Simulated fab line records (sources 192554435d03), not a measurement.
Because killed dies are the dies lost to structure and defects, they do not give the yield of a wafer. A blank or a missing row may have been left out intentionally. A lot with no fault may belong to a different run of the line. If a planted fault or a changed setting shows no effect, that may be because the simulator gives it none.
A lot that was struck, set against a sound lot + flow n5Finfet + 14 steps out of a route of 1938
Sound: the wafers L474.1, L474.4, L474.6. Wafers struck: L479.4, L479.6. The cause is named last.
Each step with rows lists, per side, the tool, then ch with its chambers, then its first start. Under that, the readings that differ: sound wafers + struck wafers + difference of the means + sigmas: that difference in standard deviations of wafers without a fault.
alike: readings whose means differ by less than 2 such deviations, and words and numbers that are the same on both sides. not compared: withheld readings, readings that some wafer has no value for, bounds like >300 that may hide the same value, and numbers for which the record gives no deviation and whose values overlap.
Wherever a step has rows on one side only, a row that says differs or no value, or a row with sigmas, the two part there. Numbers that have no deviation but don't overlap get no sigmas and don't part them. A reading that every wafer of one side lacks parts them only if that side has two wafers or more.

N5_BEOL_M7_STRIP_80: strips in N2/H2, time 10 s.
  sound: rieDiel-02 ch 0,1; struck: rieDiel-05 ch 2
  alike: chamberPressureMTorr, drypumpMotorCurrentA, oesProductAu, rfVppV, showerheadPlenumPTorr, throttleValvePct
  not compared: rfHoursCounterH
N5_BEOL_M7_OCD_MEAS_38:
  sound on ocd-01, day 10 14:02; struck on ocd-01, day 11 18:58
  alike: trenchDepthNm
then, 4 steps without rows for these wafers: N5_BEOL_M7_HM_STRIP_39 (strips TiN in peroxide tin strip, target depth 25 nm, time 158 s); N5_BEOL_M7_SRD_40 (time 30 s); N5_BEOL_M7_PRECLEAN_42 (cleans in residue remover, time 60 s); N5_BEOL_M7_SRD_43 (time 30 s).
N5_BEOL_M7_CD_MEAS_35: target cd 40 nm.
  sound on cdSem-01, day 10 14:11; struck on cdSem-03, day 11 19:07
  alike: cdNm
N5_BEOL_M7_CURE_75: cures SiCOH lowk, time 120 s.
  sound on uvCure-01 ch 0, day 10 14:13; struck on uvCure-02 ch 2, day 11 19:23
  alike: lampPowerPct, wafer_temp_C_max
N5_BEOL_M7_DEGAS_44: time 60 s.
  sound on pvdSputter-03, day 10 16:23; struck on pvdSputter-01, day 11 20:16
  alike: heaterPowerW
N5_BEOL_M7_PRE_CLEAN_45: time 30 s.
  sound on pvdSputter-03, day 10 16:26; struck on pvdSputter-01, day 11 20:18
  alike: heaterPowerW
N5_BEOL_M7_ALD_77: deposits TaN, target thk 2 nm, pulse time 2 s, purge time 3 s.
  sound on aldMetal-04 ch 0,1,3, day 10 16:34; struck on aldMetal-03 ch 0,1, day 11 20:26
  alike: heaterPowerW, mfcCarrierSccm
after that, 1 step had no rows for these wafers: N5_BEOL_M7_SURFACE_TREAT_79.
N5_BEOL_M7_CVD_78: deposits Co from CCTBA/H2, target thk 2 nm, time 142.3 s.
  sound on cvdCo-01 ch 0,2, day 10 16:58; struck on cvdCo-01 ch 0,2, day 11 21:14
| reading        | sound             | struck      | difference | sigmas      |
|----------------|-------------------|-------------|------------|-------------|
| runLengthS (s) | 165.5 164.7 165.4 | 234.0 234.0 | +68.8      | +99 or more |
then, 1 step without rows for these wafers: N5_BEOL_M7_SPUTTER_48 (material Cu, target thk 10 nm, time 1.667 s).

== WHERE THEY PART ==
Only at N5_BEOL_M7_CVD_78, as far as this record shows.

WHY: what had been put in by the simulator
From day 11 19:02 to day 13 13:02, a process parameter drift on cvdCo-01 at N5_BEOL_M7_CVD_78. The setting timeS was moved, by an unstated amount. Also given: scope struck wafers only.
